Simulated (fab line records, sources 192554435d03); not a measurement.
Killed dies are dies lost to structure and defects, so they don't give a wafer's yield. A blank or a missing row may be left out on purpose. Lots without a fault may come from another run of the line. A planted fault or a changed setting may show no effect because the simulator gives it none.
Chamber matching | flow n5_finfet | N5_FIN_SAQP_ETCH_69 on rie_diel-03: 4 sister chambers
The step etches SOC in N2/H2, stops on SiNx, target depth 150 nm. 4 wafers are shown with their chamber, then 9 later ones without.

WAFERS WITH THEIR CHAMBER
wafer  | chamber | drypump_motor_current_A (A)
L076.5 | 0       | 5.0
L086.3 | 2       | 5.7
L087.3 | 3       | 5.7
L087.5 | 1       | 5.6

WAFERS WITHOUT THEIR CHAMBER
wafer  | drypump_motor_current_A (A)
L092.1 | 5.7
L092.2 | 5.7
L092.3 | 5.6
L094.1 | 5.7
L094.4 | 5.7
L094.5 | 5.1
L097.2 | 5.1
L097.4 | 5.1
L097.5 | 5.6

WHICH CHAMBER EACH WENT THROUGH
wafer  | from the rows above          | in truth
L092.1 | can't be placed: 2 or 3 or 1 | 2
L092.2 | can't be placed: 2 or 3 or 1 | 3
L092.3 | can't be placed: 1 or 2 or 3 | 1
L094.1 | can't be placed: 2 or 3 or 1 | 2
L094.4 | can't be placed: 2 or 3 or 1 | 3
L094.5 | 0                            | 0
L097.2 | 0                            | 0
L097.4 | 0                            | 0
L097.5 | can't be placed: 1 or 2 or 3 | 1
Placed correctly: 3 of 9. Can't be placed from these rows: 6 (the true chamber is among the candidates in 6). Placed wrongly: 0.
How it was worked out, from the rows above alone: a wafer's distance from a chamber is the root of the sum, over the readings, of the square of ((its reading less the chamber's mean) divided by the reading's scatter). The wafer belongs to the nearest chamber; if the next one is less than 2 further off, it can't be placed. A chamber's mean is the mean of its shown wafers. The scatter: with one shown wafer a chamber, the root of the mean of the squares of how far each hidden wafer lies from its nearest shown one.
